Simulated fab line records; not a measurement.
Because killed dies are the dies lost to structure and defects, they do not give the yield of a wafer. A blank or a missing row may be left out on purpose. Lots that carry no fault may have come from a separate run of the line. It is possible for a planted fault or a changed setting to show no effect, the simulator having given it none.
Matching of chambers    flow nand harc    4 sister chambers for NHARC_A_M0_STRIP_18 on rie diel-03
The step strips in N2/H2. 18 wafers are shown with their chamber, then 9 later ones without.

## WAFERS PAIRED WITH THEIR CHAMBERS
wafer   chamber  showerhead plenum p Torr (Torr)  drypump motor current A (A)  oes product au (a.u.)
L079.3  2        1.90                             5.0                          0.996
L079.4  2        1.90                             5.0                          0.990
L079.5  1        1.91                             5.9                          1.010
L076.1  0        2.06                             5.3                          0.997
L076.4  0        2.06                             5.3                          1.000
L076.6  1        1.91                             5.9                          1.018
L078.2  0        2.06                             5.3                          0.996
L078.4  0        2.06                             5.4                          0.997
L078.6  1        1.91                             5.9                          1.015
L080.3  1        1.91                             5.9                          1.014
L080.4  3        1.98                             5.7                          1.025
L080.6  2        1.90                             5.0                          0.985
L083.3  0        2.06                             5.3                          1.000
L083.4  3        1.98                             5.7                          1.028
L083.5  0        2.06                             5.3                          0.997
L085.2  3        1.98                             5.7                          1.015
L085.4  1        1.90                             5.9                          1.013
L085.6  2        1.90                             5.0                          0.985

SIGNATURES (means of the wafers above)
reading                   chamber 0  chamber 1  chamber 2  chamber 3  scatter within a chamber
showerhead plenum p Torr  2.0600     1.9080     1.9000     1.9800     0.00239
drypump motor current A   5.317      5.900      5.000      5.700      0.0244
oes product au            0.99783    1.01400    0.98900    1.02267    0.004
Rule: a wafer's distance from a chamber is the root of the sum, over the readings, of the square of ((its reading less the chamber's mean) divided by the reading's scatter). If the next closest chamber is less than 2 further off than the closest, the wafer can't be placed; otherwise it belongs to the closest. The scatter: take each reading less its chamber's mean, square it, sum over the shown wafers, divide by the number of wafers less the number of chambers, and take the root.

## WAFERS MISSING THEIR CHAMBER
wafer   showerhead plenum p Torr (Torr)  drypump motor current A (A)  oes product au (a.u.)
L086.2  1.98                             5.7                          1.010
L086.5  1.90                             5.0                          0.985
L086.6  1.90                             5.9                          1.014
L091.3  1.90                             5.0                          0.984
L091.4  1.98                             5.7                          1.018
L091.5  1.90                             5.0                          0.999
L092.3  1.90                             5.9                          0.999
L092.4  2.06                             5.3                          0.987
L092.6  1.90                             5.9                          1.001

## WHICH CHAMBER EACH ONE RAN IN
wafer   from the rows above  in truth
L086.2  3                    3
L086.5  2                    2
L086.6  1                    1
L091.3  2                    2
L091.4  3                    3
L091.5  2                    2
L092.3  1                    1
L092.4  0                    0
L092.6  1                    1
Correct placement for 9 of the 9. From these rows, 0 cannot be placed. Number placed wrongly: 0.
